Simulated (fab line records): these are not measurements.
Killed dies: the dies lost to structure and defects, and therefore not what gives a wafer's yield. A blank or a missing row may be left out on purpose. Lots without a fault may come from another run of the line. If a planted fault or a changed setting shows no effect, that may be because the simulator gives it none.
The tool behind it: which one? + flow nandHarc + 11 lots, 33 wafers sampled, at 6 steps of a route of 1159

== WHAT EACH GAUGE READ, for each wafer ==
NHARC_P_GATE_CD_MEAS_46: target cd 720 nm.
| lot  | measured     | on       | cdNm (nm)         |
|------|--------------|----------|-------------------|
| L494 | day 5 06:41  | cdSem-01 | 721.3 721.2 720.8 |
| L497 | day 6 06:40  | cdSem-02 | - - -             |
| L498 | day 6 07:01  | cdSem-01 | 719.5 722.6 719.4 |
| L500 | day 7 02:05  | cdSem-01 | 714.4 718.0 717.8 |
| L502 | day 7 10:01  | cdSem-03 | 719.5 717.4 719.3 |
| L509 | day 9 08:15  | cdSem-02 | 721.2 717.7 719.4 |
| L510 | day 9 10:31  | cdSem-01 | 720.1 716.7 718.6 |
| L513 | day 10 02:31 | cdSem-02 | 720.2 719.3 720.1 |
| L512 | day 10 00:33 | cdSem-02 | 716.0 717.3 714.5 |
| L514 | day 10 11:45 | cdSem-01 | 721.0 720.8 722.9 |
| L516 | day 10 23:57 | cdSem-03 | 718.1 719.1 718.5 |

NHARC_END_SORT_01.
| lot  | measured     | on        | killedAtArray | killedAtOther | killedAtPeriphery | killedDies  | killedOpen | killedShort |
|------|--------------|-----------|---------------|---------------|-------------------|-------------|------------|-------------|
| L497 | day 19 19:08 | prober-01 | 22 25 27      | 3 1 1         | 652 651 649       | 677 677 677 | 2 1 6      | 5 2 4       |

== EACH LOT AND THE TOOL THAT RAN IT (in order: tool; ch and the chambers of the sampled wafers; start) ==
| lot  | NHARC_P_GATE_ETCH_114                        | NHARC_P_GATE_ETCH_32            | NHARC_P_GATE_EXPOSE_43           | NHARC_P_GATE_STRIP_111              |
|------|----------------------------------------------|---------------------------------|----------------------------------|-------------------------------------|
| L494 | rieDiel-13 ch 0,1,3, day 4 19:34 or earlier  | rieSi-03 ch 0,1,3, day 4 19:34  | krfScanner-02 ch 0, day 5 06:32  | plasmaAsher-02 ch 0,1, day 5 07:21  |
| L497 | rieDiel-03 ch 0,1,3, day 5 19:17 or earlier  | rieSi-02 ch 0,2,3, day 5 19:17  | krfScanner-02 ch 0, day 6 06:30  | plasmaAsher-02 ch 0, day 6 07:14    |
| L498 | rieDiel-03 ch 0,1,3, day 5 19:37 or earlier  | rieSi-03 ch 1,2,3, day 5 19:37  | krfScanner-04 ch 0, day 6 06:52  | plasmaAsher-02 ch 0,1, day 6 07:34  |
| L500 | rieDiel-13 ch 0,1,2, day 6 14:04 or earlier  | rieSi-02 ch 0,2,3, day 6 14:04  | krfScanner-02 ch 0, day 7 01:56  | plasmaAsher-01 ch 0,1, day 7 02:43  |
| L502 | rieDiel-13 ch 0,1,3, day 6 22:45 or earlier  | rieSi-03 ch 1,2,3, day 6 22:45  | krfScanner-03 ch 0, day 7 09:52  | plasmaAsher-01 ch 0,1, day 7 10:32  |
| L509 | rieDiel-03 ch 0,1, day 8 18:45 or earlier    | rieSi-02 ch 0,1,2, day 8 18:45  | krfScanner-03 ch 0, day 9 08:06  | plasmaAsher-02 ch 0,1, day 9 08:50  |
| L510 | rieDiel-13 ch 1,2,3, day 8 23:05 or earlier  | rieSi-02 ch 1,2,3, day 8 23:05  | krfScanner-02 ch 0, day 9 10:22  | plasmaAsher-02 ch 0,1, day 9 11:06  |
| L513 | rieDiel-13 ch 0,1, day 9 12:59 or earlier    | rieSi-03 ch 0,1,2, day 9 12:59  | krfScanner-03 ch 0, day 10 02:21 | plasmaAsher-01 ch 0,1, day 10 03:08 |
| L512 | rieDiel-13 ch 0,2,3, day 9 13:14 or earlier  | rieSi-02 ch 0,2,3, day 9 13:14  | krfScanner-04 ch 0, day 10 00:24 | plasmaAsher-02 ch 0,1, day 10 01:17 |
| L514 | rieDiel-13 ch 0,2,3, day 10 00:28 or earlier | rieSi-03 ch 0,1,3, day 10 00:28 | krfScanner-02 ch 0, day 10 11:35 | plasmaAsher-02 ch 0,1, day 10 12:17 |
| L516 | rieDiel-05 ch 0,2,3, day 10 12:38 or earlier | rieSi-03 ch 0,3, day 10 12:38   | krfScanner-03 ch 0, day 10 23:47 | plasmaAsher-02 ch 0,1, day 11 00:29 |
- NHARC_P_GATE_ETCH_114: etches the open film in CF4/O2, target depth 30 nm, overetch 3 nm, time 16.5 s.
- NHARC_P_GATE_ETCH_32: etches the open film in HBr/Cl2, target depth 150 nm, time 100.1 s.
- NHARC_P_GATE_EXPOSE_43: exposes mask P NSD, target cd 720 nm.
- NHARC_P_GATE_STRIP_111: strips in N2/H2, time 250 s.

== WHAT THE TOOLS THEMSELVES READ (means of the sampled wafers that have a number; where no wafer has one, the mark that the record gives instead) ==
NHARC_P_GATE_ETCH_114.
| lot  | tool       | drypumpMotorCurrentA (A) | oesProductAu (a.u.) | rfFwdPowerW (W) | rfVppV (V) | showerheadPlenumPTorr (Torr) | throttleValvePct (%) |
|------|------------|--------------------------|---------------------|-----------------|------------|------------------------------|----------------------|
| L494 | rieDiel-13 | 5.8                      | 0.992               | 294.8           | 197.3      | 1.29                         | 13.393               |
| L497 | rieDiel-03 | 5.7                      | 0.996               | 294.8           | 196.8      | 1.28                         | 13.388               |
| L498 | rieDiel-03 | 5.7                      | 1.010               | 294.2           | 196.8      | 1.28                         | 13.388               |
| L500 | rieDiel-13 | 5.6                      | 0.998               | 295.0           | 198.2      | 1.33                         | 13.393               |
| L502 | rieDiel-13 | 5.8                      | 0.983               | 294.5           | 196.6      | 1.29                         | 13.405               |
| L509 | rieDiel-03 | 6.1                      | 0.993               | 296.0           | 196.7      | 1.28                         | 13.406               |
| L510 | rieDiel-13 | 5.7                      | 0.989               | 295.0           | 197.0      | 1.30                         | 13.412               |
| L513 | rieDiel-13 | 5.7                      | 0.995               | 294.4           | 198.0      | 1.28                         | 13.401               |
| L512 | rieDiel-13 | 5.6                      | 0.990               | 294.9           | 197.1      | 1.33                         | 13.402               |
| L514 | rieDiel-13 | 5.7                      | 1.000               | 295.5           | 197.4      | 1.33                         | 13.397               |
| L516 | rieDiel-05 | 5.8                      | 0.980               | 293.1           | 198.3      | 1.36                         | 13.390               |

NHARC_P_GATE_ETCH_32.
| lot  | tool     | drypumpMotorCurrentA (A) | oesProductAu (a.u.) | rfFwdPowerW (W) | throttleValvePct (%) |
|------|----------|--------------------------|---------------------|-----------------|----------------------|
| L494 | rieSi-03 | 6.0                      | 0.999               | 399.4           | 26.405               |
| L497 | rieSi-02 | 5.5                      | 1.003               | 397.0           | 26.399               |
| L498 | rieSi-03 | 5.8                      | 0.994               | 396.9           | 26.406               |
| L500 | rieSi-02 | 5.5                      | 0.996               | 397.6           | 26.407               |
| L502 | rieSi-03 | 5.8                      | 0.987               | 398.1           | 26.408               |
| L509 | rieSi-02 | 5.5                      | 1.000               | 396.4           | 26.407               |
| L510 | rieSi-02 | 5.6                      | 1.003               | 396.6           | 26.406               |
| L513 | rieSi-03 | 5.7                      | 0.996               | 396.8           | 26.408               |
| L512 | rieSi-02 | 5.5                      | 0.987               | 397.5           | 26.408               |
| L514 | rieSi-03 | 6.0                      | 1.004               | 397.6           | 26.402               |
| L516 | rieSi-03 | 6.0                      | 1.010               | 397.4           | 26.404               |

NHARC_P_GATE_EXPOSE_43.
| lot  | tool          | focusOffsetNm (nm) |
|------|---------------|--------------------|
| L494 | krfScanner-02 | -0.4               |
| L497 | krfScanner-02 | -0.3               |
| L498 | krfScanner-04 | -0.1               |
| L500 | krfScanner-02 | 0.5                |
| L502 | krfScanner-03 | 0.7                |
| L509 | krfScanner-03 | -0.1               |
| L510 | krfScanner-02 | 0.2                |
| L513 | krfScanner-03 | 0.3                |
| L512 | krfScanner-04 | 0.1                |
| L514 | krfScanner-02 | -0.1               |
| L516 | krfScanner-03 | 0.1                |

NHARC_P_GATE_STRIP_111.
| lot  | tool           | drypumpMotorCurrentA (A) | heaterPowerW (W) |
|------|----------------|--------------------------|------------------|
| L494 | plasmaAsher-02 | 5.88                     | 84               |
| L497 | plasmaAsher-02 | 5.90                     | 84               |
| L498 | plasmaAsher-02 | 5.90                     | 84               |
| L500 | plasmaAsher-01 | 5.29                     | 99               |
| L502 | plasmaAsher-01 | 5.38                     | 101              |
| L509 | plasmaAsher-02 | 5.88                     | 83               |
| L510 | plasmaAsher-02 | 5.88                     | 85               |
| L513 | plasmaAsher-01 | 5.38                     | 101              |
| L512 | plasmaAsher-02 | 5.88                     | 82               |
| L514 | plasmaAsher-02 | 5.89                     | 84               |
| L516 | plasmaAsher-02 | 5.85                     | 84               |

== THE ANSWER, worked out from the rows above alone ==
Rule: the lots themselves supply what counts as usual. Put in order of their means at a reading, lots are off if they are a third of the lots or fewer, leave a main group of 4 or more, and stand apart from it by a gap of 3 or more times the standard deviation of the main group's means; of several such gaps the widest counts. If all means in a main group match to the digits the tables above print for the reading, that group is not used. Also off: a lot with no number at a reading for which 4 or more lots have one. All remaining lots with rows at the step are treated as sound. Order of review: gauges by route order, followed by the tools' own readings, for which a lot's mean as printed above is used. The first step at which some lot is off is used, and at that step the reading that is off furthest; a lot without a number counts as furthest.
Off: L497 (NHARC_P_GATE_CD_MEAS_46, cdNm). Without a number there: L497. Main group: mean 719.1 nm, sd 1.7.
A tool fits if, at a process step before that reading, it ran every lot that is off, and no sound lot after the first of them. Gauges at NHARC_P_GATE_CD_MEAS_46: tried the same way as those tools. NHARC_P_GATE_ETCH_114: start missing for some lots; hours and lot order therefore follow NHARC_P_GATE_ETCH_32. Not one of the candidates tried fits.

== WHAT THE SIMULATOR PUT IN ==
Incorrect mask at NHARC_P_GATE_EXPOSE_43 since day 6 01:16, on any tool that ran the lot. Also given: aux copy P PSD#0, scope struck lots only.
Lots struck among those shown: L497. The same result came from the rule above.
